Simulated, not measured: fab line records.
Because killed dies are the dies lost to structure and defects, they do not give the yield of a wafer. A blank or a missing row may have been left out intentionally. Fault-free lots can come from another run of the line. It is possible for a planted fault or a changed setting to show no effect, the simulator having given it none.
Split-lot trial | flow n5 finfet | 21 wafers read across 7 lots, on a route 1938 steps long

SPLIT DETAILS
At N5_HKMG_FIN_PEB_47 (peb time 60 s), the setting peb time s was moved away from the recipe's 60 s on 8 of the 21 wafers read, by -13.8% to +18.7%. All remaining wafers had this setting at the recipe value.

FROM SPLIT TO READING: 1 step shown by the file between the two
- N5_HKMG_FIN_DEVELOP_48: develop time 30 s

THE READING
cd nm (nm) at N5_HKMG_FIN_CD_MEAS_49, where the cd target is 202 nm. Fault-free wafers of this fab line usually give 202.0 nm, standard deviation 0.58 nm.

wafer  | tool, chamber at the split | peb time s as run, s | against the recipe | cd nm, nm | against lot-mates on the recipe
L076.3 | litho track-03, 0          | 60                   | recipe             | 202.4     | -
L076.4 | litho track-03, 0          | 60                   | recipe             | 201.6     | -
L076.5 | litho track-03, 0          | 60                   | recipe             | 203.0     | -
L079.1 | litho track-03, 0          | 71.23                | +18.7%             | 207.1     | +5.1
L079.5 | litho track-03, 0          | 71.23                | +18.7%             | 207.1     | +5.1
L079.6 | litho track-03, 0          | 60                   | recipe             | 202.0     | -
L085.1 | litho track-05, 0          | 51.7                 | -13.8%             | 197.4     | -4.3
L085.3 | litho track-05, 0          | 60                   | recipe             | 201.7     | -
L085.5 | litho track-05, 0          | 51.7                 | -13.8%             | 197.5     | -4.2
L086.1 | litho track-02, 0          | 60                   | recipe             | 202.7     | -
L086.2 | litho track-02, 0          | 52.48                | -12.5%             | 196.3     | -5.5
L086.3 | litho track-02, 0          | 60                   | recipe             | 201.0     | -
L087.3 | litho track-05, 0          | 60                   | recipe             | 201.8     | -
L087.4 | litho track-05, 0          | 60                   | recipe             | 201.5     | -
L087.5 | litho track-05, 0          | 60                   | recipe             | 201.9     | -
L088.3 | litho track-05, 0          | 64.98                | +8.3%              | 205.2     | no lot-mate on the recipe
L088.4 | litho track-05, 0          | 64.98                | +8.3%              | 204.4     | no lot-mate on the recipe
L088.5 | litho track-05, 0          | 64.98                | +8.3%              | 204.9     | no lot-mate on the recipe
L089.1 | litho track-02, 0          | 60                   | recipe             | 201.4     | -
L089.4 | litho track-02, 0          | 60                   | recipe             | 202.8     | -
L089.5 | litho track-02, 0          | 60                   | recipe             | 202.0     | -

THE FIT
A straight line over all 21 wafers: cd nm changes by +0.319 nm for each +1% of peb time s; r = +0.97; the points scatter about the line by 0.67 nm.
The same after taking each lot's own level away (the mean of its wafers on the recipe; 18 wafers): +0.304 nm for each +1%; r = +0.97; scatter 0.65 nm.
According to that fit, moving peb time s by its largest amount changes the reading by 5.7 nm.
Across the lots, their own levels run from 201.70 to 202.33 nm, a range of 1.1 times the standard deviation given above.
So the lot-to-lot level changes the slope little: the two slopes agree.
Check: +5.75 nm against its lot-mates is what the line predicts for one of the wafers moved furthest among these (+18.7%) when that wafer is left out of the fit. It came out at +5.1 nm against them.

FURTHER SPLITS ON THESE WAFERS
Other splits were also applied to these wafers ahead of the reading. Each is held against what the fit with the lots' levels taken away leaves over:
other split on the same wafers       | wafers away from the commonest value | r with cd nm (lot level and that fit taken away)
N5_WELL_APT_EXPOSE_22 dose mj        | 5                                    | +0.13
N5_WELL_APT_PEB_23 peb temp c        | 6                                    | -0.36
N5_FIN_SAQP_SPACER1_ALD_24 temp c    | 7                                    | +0.11
N5_FIN_SAQP_ETCH_65 time s           | 8                                    | -0.05
N5_FIN_CUT_COAT_19 spin rpm          | 7                                    | -0.21
N5_DUMMY_GATE_COAT_28 spin rpm       | 8                                    | +0.26
N5_SD_EPI_N_EPI_21 epi growth time s | 6                                    | -0.03
N5_SD_EPI_P_COAT_34 spin rpm         | 5                                    | +0.21
N5_SDB_ETCH_25 time s                | 6                                    | +0.09

FILE'S OWN FIT
cd nm changes by +0.318 nm for each +1% of peb time s, r = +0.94.
